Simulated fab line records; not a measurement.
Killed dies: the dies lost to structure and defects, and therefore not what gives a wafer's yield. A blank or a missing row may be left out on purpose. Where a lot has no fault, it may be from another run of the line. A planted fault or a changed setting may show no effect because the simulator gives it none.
Comparing a struck lot with a sound one + flow n5 finfet + 40 steps out of a route of 1938
Sound: wafers L461.3, L461.4, L461.5. Wafers struck: L467.3, L467.5, L467.6. Last of all comes the cause.
Each step with rows lists, per side, the tool, then ch with its chambers, then its first start. Under that, the readings that differ: sound wafers + struck wafers + difference of the means + sigmas: that difference in standard deviations of wafers without a fault.
alike: readings with means less than 2 such deviations apart, plus words and numbers identical on both sides. not compared: withheld readings, readings lacking a value on some wafer, bounds such as >300 that could conceal the same value, and numbers that have no deviation in the record and whose values overlap.
The two part at a step that has a row with sigmas, a row that says differs or no value, or rows on one side only. When numbers do not overlap yet have no deviation, they are printed without sigmas and do not part them. A reading that every wafer of one side lacks parts them only if that side has two wafers or more.

first, 9 steps without rows for these wafers: N5_BEOL_M4_ANNEAL_95 (time 240 s); N5_BEOL_M4_SPUTTER_96 (material Cu, target thk 4.5 nm, time 8.29 s); N5_BEOL_M4_ECD_50 (material Cu, target thk 300 nm); N5_BEOL_M4_ANNEAL_51 (time 90 s); N5_BEOL_M4_CMP_52 (polishes, stops on SiOC, t overpolish 6.8 s, target thk 40 nm); N5_BEOL_M4_PRE_CLEAN_60 (time 15 s); N5_BEOL_M4_CO_CAP_55 (material Co, precursor CCTBA/H2, target thk 2 nm, time 102.1 s); N5_BEOL_M4_PRE_CLEAN_56 (time 15 s); N5_BEOL_M4_DEP_57 (deposits SiCN from 3MS/NH3, target thk 8 nm, time 14 s).
N5_BEOL_M4_RC_MEAS_101:
  sound on prober-01 ch 0, day 11 16:10; struck on prober-02 ch 0, day 13 11:28
  alike: DIBL_N, DIBL_P, IOFF_N, IOFF_P, ION_N, ION_P, SS_N, SS_P, VT_N, VT_P
then, 24 steps without rows for these wafers: N5_BEOL_M5_ILD_DEP_00 (deposits SiCOH lowk from DEMS/porogen, target thk 140.64 nm, time 25.9 s); N5_BEOL_M5_CURE_79 (cures SiCOH lowk, time 240 s); N5_BEOL_M5_PECVD_70 (deposits SiO2 from TEOS/O2, target thk 16 nm, time 18 s); N5_BEOL_M5_HM_DEP_02 (deposits TiN, target thk 20 nm); N5_BEOL_M5_COAT_59 (time 60 s, resist thk 60 nm); N5_BEOL_M5_COAT_60 (time 60 s, resist thk 12 nm); N5_BEOL_M5_COAT_71 (time 60 s, resist thk 5 nm); N5_BEOL_M5_COAT_05 (resist thk 30 nm); N5_BEOL_M5_EBR_07; N5_BEOL_M5_SOFTBAKE_06 (time 60 s); N5_BEOL_M5_EXPOSE_08 (exposes mask M5, target cd 28 nm); N5_BEOL_M5_PEB_09 (peb time 60 s); N5_BEOL_M5_DEVELOP_10 (develop time 30 s); N5_BEOL_M5_DESCUM_16 (chemistry O2, time 7 s); N5_BEOL_M5_ETCH_72 (etches underlayer in N2/H2, target depth 6.5 nm, time 5.2 s); N5_BEOL_M5_ETCH_61 (etches SiARC in CF4, target depth 15.6 nm, time 26 s); N5_BEOL_M5_ETCH_62 (etches SOC in N2/H2, target depth 75 nm, overetch 15 nm, time 112.5 s); N5_BEOL_M5_STRIP_63 (strips in N2/H2); N5_BEOL_M5_STRIP_73 (strips in N2/H2); N5_BEOL_M5_STRIP_64 (strips in CF4); N5_BEOL_M5_HM_OPEN_17 (chemistry Cl2/BCl3, target TiN, target depth 20 nm, overetch 6 nm); N5_BEOL_M5_STRIP_19 (strips in O2); N5_BEOL_M5_COAT_65 (time 60 s, resist thk 60 nm); N5_BEOL_M5_COAT_66 (time 60 s, resist thk 12 nm).
-- a jump in the record: the struck wafers' starts before and after are 3 days apart (it breaks off in module BEOL_M5 and resumes in module BEOL_M11, where the first step shown is number 1594 of the route) --
N5_BEOL_M11_ECD_50: material Cu, target thk 318 nm.
  sound on ecd cu-01 ch 0,1, day 14 06:38; struck on ecd cu-01 ch 0,1, day 16 01:25
| reading                                 | sound           | struck       | difference | sigmas |
|-----------------------------------------|-----------------|--------------|------------|--------|
| model.Cu_of_BEOL_M11_ECD_50.thk nm (nm) | 314.8 316.8 317 | 84.6 87 93.6 | -227.8     |        |
N5_BEOL_M11_CMP_52: polishes, stops on SiCOH lowk, t overpolish 7 s, target thk 140 nm.
  sound on cmp-02 ch 0,1,3, day 14 10:50; struck on cmp-04 ch 1,2,3, day 16 02:32
| reading                                 | sound           | struck       | difference | sigmas |
|-----------------------------------------|-----------------|--------------|------------|--------|
| time to endpoint s (s)                  | 74 69 70        | 18 19 18     | -53        | -13    |
| model.Cu_of_BEOL_M11_ECD_50.thk nm (nm) | 155 136.2 154.8 | 84.6 87 93.6 | -60.3      |        |
  alike: clearing platen down force psi, clearing platen rpm, motor current A, platen rpm
N5_BEOL_M11_THK_MEAS_53: measures by xrf.
  sound on film metro-01, day 14 11:06; struck on film metro-01, day 16 02:46
| reading      | sound       | struck   | difference | sigmas |
|--------------|-------------|----------|------------|--------|
| M11_THK (nm) | 154 135 153 | 84 86 93 | -60        | -11    |
N5_BEOL_M11_RS_MEAS_57: uses a four-point probe to measure.
  sound on film metro-02, day 14 11:14; struck on film metro-01, day 16 02:53
| reading         | sound             | struck            | difference | sigmas |
|-----------------|-------------------|-------------------|------------|--------|
| M11_RS (ohm/sq) | 0.135 0.156 0.135 | 0.268 0.258 0.238 | +0.113     | +19    |
N5_BEOL_M15_RC_MEAS_101:
  sound on prober-02 ch 0, day 15 12:56; struck on prober-01 ch 0, day 17 03:09
| reading                    | sound                   | struck                | difference | sigmas |
|----------------------------|-------------------------|-----------------------|------------|--------|
| COMB_M12 (S/m)             | 7.6e-12 8.4e-12 8e-12   | 5.7e-12 4e-12 5.4e-12 | -3.0e-12   | -2     |
| COMB_M9 (S/m)              | 1.5e-11 1.6e-11 1.5e-11 | 1e-11 9e-12 8e-12     | -6e-12     | -2     |
| SERP_M11 (ohm/um)          | 2.83 3.13 2.81          | 5.21 5.11 4.87        | +2.14      | +16    |
| SERP_M11_max_site (ohm/um) | 2.86 3.22 2.85          | 5.61 5.26 5.03        | +2.32      | +17    |
| SERP_M12 (ohm/um)          | 0.619 0.657 0.653       | 0.588 0.588 0.615     | -0.046     | -2     |
  alike: COMB_M10, COMB_M13, COMB_M14, COMB_M15, COMB_M5, COMB_M5_max_site, COMB_M6, COMB_M7, COMB_M8, SERP_M10, SERP_M13, SERP_M14, SERP_M5, SERP_M6, SERP_M7, SERP_M7_max_site, SERP_M8, SERP_M9
N5_PASSIVATION_PROBE_49:
  sound on prober-02, day 16 06:03; struck on prober-01, day 17 16:02
| reading                  | sound          | struck         | difference | sigmas |
|--------------------------|----------------|----------------|------------|--------|
| defect limited yield (%) | 89.6 89.3 88.8 | 84.5 83.5 83.6 | -5.4       | -4     |
| killed_at_M4_up          | 13 21 13       | 92 134 132     | +104       | +17    |
| killed at front end      | 63 63 56       | 52 26 31       | -24        | -2     |
| killed dies              | 123 126 132    | 183 195 194    | +64        | +4     |
| killed open              | 73 102 89      | 79 46 53       | -29        | -2     |
| sort_bin_5_function (%)  | 6.4 6.9 6.0    | 8.1 10.8 9.6   | +3.1       | +4     |
| sort n pass              | 1057 1054 1048 | 997 985 986    | -64        | -4     |
  alike: killed_at_M0_to_M3, killed at contacts, killed at other, killed short, sort_bin_4_leakage, sort_bin_6_memory, sort_bin_8_speed

== WHERE THEY PART ==
First at N5_BEOL_M11_CMP_52; last, within this record, at N5_PASSIVATION_PROBE_49.

WHY: whatever the simulator had introduced
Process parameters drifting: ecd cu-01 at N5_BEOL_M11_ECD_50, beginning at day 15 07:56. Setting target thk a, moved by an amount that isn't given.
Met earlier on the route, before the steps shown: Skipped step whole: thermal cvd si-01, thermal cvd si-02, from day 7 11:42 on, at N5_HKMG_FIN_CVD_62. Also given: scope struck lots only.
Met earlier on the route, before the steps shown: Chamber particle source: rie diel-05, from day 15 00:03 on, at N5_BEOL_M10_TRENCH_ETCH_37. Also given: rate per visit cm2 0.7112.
